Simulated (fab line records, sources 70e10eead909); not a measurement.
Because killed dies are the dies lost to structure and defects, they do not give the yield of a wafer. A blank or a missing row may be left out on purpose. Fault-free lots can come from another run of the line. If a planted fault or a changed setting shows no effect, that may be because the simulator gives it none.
Which of the tools did it? / flow nand harc / Sampling: 12 lots, 36 wafers, 5 of 1302 route steps

== WHAT THE GAUGES READ, wafer by wafer ==
NHARC_END_SORT_01. Usual: killed at array 57, standard deviation 24; killed at other 0.7, standard deviation 0.94; killed at periphery 3.8, standard deviation 2.5; killed dies 62, standard deviation 23; killed open 3.1, standard deviation 1.8; killed short 2.5, standard deviation 1.6.
lot=L813; measured=day 27 05:45; on=prober-01; killed at array=104 76 97; killed at other=0 0 0; killed at periphery=4 2 1; killed dies=108 78 98; killed open=2 2 3; killed short=0 1 6; flag=

== WHICH TOOL RAN EACH LOT (tool, then ch and the chambers of the sampled wafers, then the start) ==
lot=L808; NHARC_A_WL_FILL_RTA_01=rtp anneal-02 ch 0, day 21 01:18; NHARC_A_WL_FILL_ETCHBACK_05=rie metal-02 ch 0,1, day 21 02:32; NHARC_A_WL_FILL_CVD_20=cvd w-01 ch 0,1, day 21 19:01 or earlier; NHARC_A_CONTACT_DEP_24=pecvd-02 ch 1,2, day 21 19:01
lot=L809; NHARC_A_WL_FILL_RTA_01=rtp anneal-01 ch 0, day 21 09:20; NHARC_A_WL_FILL_ETCHBACK_05=rie metal-03 ch 0,1, day 21 10:34; NHARC_A_WL_FILL_CVD_20=cvd w-02 ch 0,1, day 22 03:11 or earlier; NHARC_A_CONTACT_DEP_24=pecvd-03 ch 1,2, day 22 03:11
lot=L811; NHARC_A_WL_FILL_RTA_01=rtp anneal-01 ch 0, day 21 22:01; NHARC_A_WL_FILL_ETCHBACK_05=rie metal-03 ch 1, day 21 23:16; NHARC_A_WL_FILL_CVD_20=cvd w-01 ch 0,1, day 22 15:32 or earlier; NHARC_A_CONTACT_DEP_24=pecvd-01 ch 0,1,2, day 22 15:32
lot=L813; NHARC_A_WL_FILL_RTA_01=rtp anneal-02 ch 0, day 23 04:53; NHARC_A_WL_FILL_ETCHBACK_05=rie metal-02 ch 0,1, day 23 06:05; NHARC_A_WL_FILL_CVD_20=cvd w-02 ch 0,1, day 23 21:43 or earlier; NHARC_A_CONTACT_DEP_24=pecvd-01 ch 0,1,2, day 23 21:43
lot=L814; NHARC_A_WL_FILL_RTA_01=rtp anneal-01 ch 0, day 23 12:00; NHARC_A_WL_FILL_ETCHBACK_05=rie metal-01 ch 0,1, day 23 13:16; NHARC_A_WL_FILL_CVD_20=cvd w-02 ch 0,1, day 24 05:39 or earlier; NHARC_A_CONTACT_DEP_24=pecvd-02 ch 0,1, day 24 05:39
lot=L815; NHARC_A_WL_FILL_RTA_01=rtp anneal-01 ch 0, day 24 08:14; NHARC_A_WL_FILL_ETCHBACK_05=rie metal-02 ch 0,1, day 24 09:31; NHARC_A_WL_FILL_CVD_20=cvd w-02 ch 0,1, day 25 03:43 or earlier; NHARC_A_CONTACT_DEP_24=pecvd-03 ch 0,1,2, day 25 03:43
lot=L817; NHARC_A_WL_FILL_RTA_01=rtp anneal-01 ch 0, day 24 15:59; NHARC_A_WL_FILL_ETCHBACK_05=rie metal-03 ch 0,1, day 24 17:16; NHARC_A_WL_FILL_CVD_20=cvd w-01 ch 0,1, day 25 09:46 or earlier; NHARC_A_CONTACT_DEP_24=pecvd-01 ch 0,1,2, day 25 09:46
lot=L818; NHARC_A_WL_FILL_RTA_01=rtp anneal-01 ch 0, day 25 10:13; NHARC_A_WL_FILL_ETCHBACK_05=rie metal-02 ch 0,1, day 25 11:30; NHARC_A_WL_FILL_CVD_20=cvd w-01 ch 0,1, day 26 14:26 or earlier; NHARC_A_CONTACT_DEP_24=pecvd-02 ch 1,2, day 26 14:26
lot=L821; NHARC_A_WL_FILL_RTA_01=rtp anneal-02 ch 0, day 26 02:59; NHARC_A_WL_FILL_ETCHBACK_05=rie metal-02 ch 0,1, day 26 04:14; NHARC_A_WL_FILL_CVD_20=cvd w-02 ch 0,1, day 26 21:03 or earlier; NHARC_A_CONTACT_DEP_24=pecvd-02 ch 0,2, day 26 21:03
lot=L823; NHARC_A_WL_FILL_RTA_01=rtp anneal-02 ch 0, day 26 14:13; NHARC_A_WL_FILL_ETCHBACK_05=rie metal-02 ch 0,1, day 26 15:28; NHARC_A_WL_FILL_CVD_20=cvd w-01 ch 0,1, day 27 08:47 or earlier; NHARC_A_CONTACT_DEP_24=pecvd-02 ch 0,2, day 27 08:47
lot=L826; NHARC_A_WL_FILL_RTA_01=rtp anneal-02 ch 0, day 27 10:30; NHARC_A_WL_FILL_ETCHBACK_05=rie metal-03 ch 0,1, day 27 11:50; NHARC_A_WL_FILL_CVD_20=cvd w-01 ch 0,1, day 28 06:22 or earlier; NHARC_A_CONTACT_DEP_24=pecvd-03 ch 0,1, day 28 06:22
lot=L830; NHARC_A_WL_FILL_RTA_01=rtp anneal-01 ch 0, day 29 14:28; NHARC_A_WL_FILL_ETCHBACK_05=rie metal-03 ch 0,1, day 29 15:42; NHARC_A_WL_FILL_CVD_20=cvd w-01 ch 0,1, day 30 08:58 or earlier; NHARC_A_CONTACT_DEP_24=pecvd-01 ch 1,2, day 30 08:58
- NHARC_A_WL_FILL_RTA_01: time 5 s.
- NHARC_A_WL_FILL_ETCHBACK_05: etches the open film in Cl2/BCl3, target depth 22 nm, time 60 s.
- NHARC_A_WL_FILL_CVD_20: deposits W, target thk 100 nm, time 74 s.
- NHARC_A_CONTACT_DEP_24: deposits SiO2, target thk 500 nm.

== WHAT THE TOOLS THEMSELVES READ (means of the sampled wafers that have a number; where no wafer has one, the mark that the record gives instead) ==
NHARC_A_WL_FILL_RTA_01. Usual: lamp power pct 28.2 %, standard deviation 0.44; lamp_zone_5_pct 28.2 %, standard deviation 0.44; wafer_temp_C_max 1006.0, standard deviation 2.
lot=L808; tool=rtp anneal-02; lamp power pct (%)=28.7; lamp_zone_5_pct (%)=28.7; wafer_temp_C_max=1004.7; flag=
lot=L809; tool=rtp anneal-01; lamp power pct (%)=27.8; lamp_zone_5_pct (%)=27.8; wafer_temp_C_max=1007.3; flag=
lot=L811; tool=rtp anneal-01; lamp power pct (%)=27.8; lamp_zone_5_pct (%)=27.8; wafer_temp_C_max=1008.2; flag=
lot=L813; tool=rtp anneal-02; lamp power pct (%)=28.7; lamp_zone_5_pct (%)=28.7; wafer_temp_C_max=1004.7; flag=
lot=L814; tool=rtp anneal-01; lamp power pct (%)=27.8; lamp_zone_5_pct (%)=27.9; wafer_temp_C_max=1008.4; flag=
lot=L815; tool=rtp anneal-01; lamp power pct (%)=27.8; lamp_zone_5_pct (%)=27.8; wafer_temp_C_max=1005.9; flag=
lot=L817; tool=rtp anneal-01; lamp power pct (%)=27.8; lamp_zone_5_pct (%)=27.8; wafer_temp_C_max=1008.0; flag=
lot=L818; tool=rtp anneal-01; lamp power pct (%)=27.8; lamp_zone_5_pct (%)=27.8; wafer_temp_C_max=1008.4; flag=
lot=L821; tool=rtp anneal-02; lamp power pct (%)=28.8; lamp_zone_5_pct (%)=28.7; wafer_temp_C_max=1004.2; flag=
lot=L823; tool=rtp anneal-02; lamp power pct (%)=28.7; lamp_zone_5_pct (%)=28.7; wafer_temp_C_max=1004.5; flag=
lot=L826; tool=rtp anneal-02; lamp power pct (%)=28.7; lamp_zone_5_pct (%)=28.7; wafer_temp_C_max=1003.8; flag=
lot=L830; tool=rtp anneal-01; lamp power pct (%)=27.9; lamp_zone_5_pct (%)=27.8; wafer_temp_C_max=1007.4; flag=

NHARC_A_WL_FILL_ETCHBACK_05. Usual: chamber pressure mTorr 9.999 mTorr, standard deviation 0.0082; drypump motor current A 5.9 A, standard deviation 0.55; oes product au 1.000 a.u., standard deviation 0.0082.
lot=L808; tool=rie metal-02; chamber pressure mTorr (mTorr)=10.006; drypump motor current A (A)=5.7; oes product au (a.u.)=1.005; flag=
lot=L809; tool=rie metal-03; chamber pressure mTorr (mTorr)=9.993; drypump motor current A (A)=5.6; oes product au (a.u.)=1.002; flag=
lot=L811; tool=rie metal-03; chamber pressure mTorr (mTorr)=9.990; drypump motor current A (A)=5.1; oes product au (a.u.)=0.992; flag=
lot=L813; tool=rie metal-02; chamber pressure mTorr (mTorr)=9.992; drypump motor current A (A)=6.1; oes product au (a.u.)=1.012; flag=
lot=L814; tool=rie metal-01; chamber pressure mTorr (mTorr)=10.003; drypump motor current A (A)=5.9; oes product au (a.u.)=0.997; flag=
lot=L815; tool=rie metal-02; chamber pressure mTorr (mTorr)=9.997; drypump motor current A (A)=6.1; oes product au (a.u.)=1.012; flag=
lot=L817; tool=rie metal-03; chamber pressure mTorr (mTorr)=9.995; drypump motor current A (A)=5.6; oes product au (a.u.)=1.002; flag=
lot=L818; tool=rie metal-02; chamber pressure mTorr (mTorr)=9.987; drypump motor current A (A)=5.7; oes product au (a.u.)=1.012; flag=
lot=L821; tool=rie metal-02; chamber pressure mTorr (mTorr)=10.000; drypump motor current A (A)=5.7; oes product au (a.u.)=1.008; flag=
lot=L823; tool=rie metal-02; chamber pressure mTorr (mTorr)=9.997; drypump motor current A (A)=5.7; oes product au (a.u.)=1.005; flag=
lot=L826; tool=rie metal-03; chamber pressure mTorr (mTorr)=9.993; drypump motor current A (A)=5.6; oes product au (a.u.)=0.999; flag=
lot=L830; tool=rie metal-03; chamber pressure mTorr (mTorr)=10.000; drypump motor current A (A)=5.6; oes product au (a.u.)=1.001; flag=

NHARC_A_WL_FILL_CVD_20. Usual: heater power w 859 W, standard deviation 65; mfc ar sccm 1560 sccm, standard deviation 4.4; throttle valve pct 7.89 %, standard deviation 0.23.
lot=L808; tool=cvd w-01; heater power w (W)=926; mfc ar sccm (sccm)=1559; throttle valve pct (%)=7.74; flag=
lot=L809; tool=cvd w-02; heater power w (W)=819; mfc ar sccm (sccm)=1559; throttle valve pct (%)=7.92; flag=
lot=L811; tool=cvd w-01; heater power w (W)=926; mfc ar sccm (sccm)=1563; throttle valve pct (%)=7.89; flag=
lot=L813; tool=cvd w-02; heater power w (W)=789; mfc ar sccm (sccm)=1562; throttle valve pct (%)=8.06; flag=
lot=L814; tool=cvd w-02; heater power w (W)=825; mfc ar sccm (sccm)=1558; throttle valve pct (%)=8.03; flag=
lot=L815; tool=cvd w-02; heater power w (W)=792; mfc ar sccm (sccm)=1553; throttle valve pct (%)=8.04; flag=
lot=L817; tool=cvd w-01; heater power w (W)=896; mfc ar sccm (sccm)=1557; throttle valve pct (%)=7.70; flag=
lot=L818; tool=cvd w-01; heater power w (W)=894; mfc ar sccm (sccm)=1559; throttle valve pct (%)=7.64; flag=
lot=L821; tool=cvd w-02; heater power w (W)=814; mfc ar sccm (sccm)=1562; throttle valve pct (%)=7.91; flag=
lot=L823; tool=cvd w-01; heater power w (W)=879; mfc ar sccm (sccm)=1561; throttle valve pct (%)=7.63; flag=
lot=L826; tool=cvd w-01; heater power w (W)=903; mfc ar sccm (sccm)=1557; throttle valve pct (%)=7.72; flag=
lot=L830; tool=cvd w-01; heater power w (W)=900; mfc ar sccm (sccm)=1559; throttle valve pct (%)=7.82; flag=

NHARC_A_CONTACT_DEP_24. Usual: heater power w 553 W, standard deviation 84; rf fwd power W 898.0 W, standard deviation 2.7; showerhead vpp V 1879 V, standard deviation 69; throttle valve pct 15.9 %, standard deviation 0.68.
lot=L808; tool=pecvd-02; heater power w (W)=617; rf fwd power W (W)=899.0; showerhead vpp V (V)=1956; throttle valve pct (%)=16.9; flag=
lot=L809; tool=pecvd-03; heater power w (W)=488; rf fwd power W (W)=897.1; showerhead vpp V (V)=1843; throttle valve pct (%)=16.2; flag=
lot=L811; tool=pecvd-01; heater power w (W)=524; rf fwd power W (W)=895.1; showerhead vpp V (V)=1872; throttle valve pct (%)=16.0; flag=
lot=L813; tool=pecvd-01; heater power w (W)=519; rf fwd power W (W)=896.5; showerhead vpp V (V)=1869; throttle valve pct (%)=15.9; flag=
lot=L814; tool=pecvd-02; heater power w (W)=617; rf fwd power W (W)=897.0; showerhead vpp V (V)=1955; throttle valve pct (%)=15.9; flag=
lot=L815; tool=pecvd-03; heater power w (W)=552; rf fwd power W (W)=900.3; showerhead vpp V (V)=1864; throttle valve pct (%)=15.6; flag=
lot=L817; tool=pecvd-01; heater power w (W)=547; rf fwd power W (W)=897.6; showerhead vpp V (V)=1853; throttle valve pct (%)=16.1; flag=
lot=L818; tool=pecvd-02; heater power w (W)=612; rf fwd power W (W)=897.2; showerhead vpp V (V)=1951; throttle valve pct (%)=16.5; flag=
lot=L821; tool=pecvd-02; heater power w (W)=550; rf fwd power W (W)=897.6; showerhead vpp V (V)=1848; throttle valve pct (%)=15.9; flag=
lot=L823; tool=pecvd-02; heater power w (W)=518; rf fwd power W (W)=1138.7; showerhead vpp V (V)=2054; throttle valve pct (%)=16.2; flag=OFF
lot=L826; tool=pecvd-03; heater power w (W)=492; rf fwd power W (W)=901.8; showerhead vpp V (V)=1887; throttle valve pct (%)=15.3; flag=
lot=L830; tool=pecvd-01; heater power w (W)=547; rf fwd power W (W)=896.4; showerhead vpp V (V)=1897; throttle valve pct (%)=16.4; flag=

== THE ANSWER, worked out from the rows above alone ==
Rule: take the mean of a lot's wafers that have a number; if it is more than 3 standard deviations from the usual mean, the lot is off. Also off: a lot with no number at a reading for which 4 or more lots have one. Any other lot the step has rows for is counted as sound. Order of review: gauges by route order, followed by the tools' own readings, for which a lot's mean as printed above is used. At the first step where some lot is off, the reading lying furthest off is the one used; lots without a number count as furthest.
Off: L823, at NHARC_A_CONTACT_DEP_24 (rf fwd power W).
If a tool, at that step or one of the process steps before it, ran each lot that is off and ran no sound lot following the first of them, it fits. Because NHARC_A_WL_FILL_CVD_20 lacks a start for some lots, the hours and order of its lots are taken from NHARC_A_CONTACT_DEP_24. 2 tools fit, rie metal-02 at NHARC_A_WL_FILL_ETCHBACK_05 and pecvd-02 at NHARC_A_CONTACT_DEP_24, so this cannot tell which one it is.

== WHAT THE SIMULATOR HAD INSERTED ==
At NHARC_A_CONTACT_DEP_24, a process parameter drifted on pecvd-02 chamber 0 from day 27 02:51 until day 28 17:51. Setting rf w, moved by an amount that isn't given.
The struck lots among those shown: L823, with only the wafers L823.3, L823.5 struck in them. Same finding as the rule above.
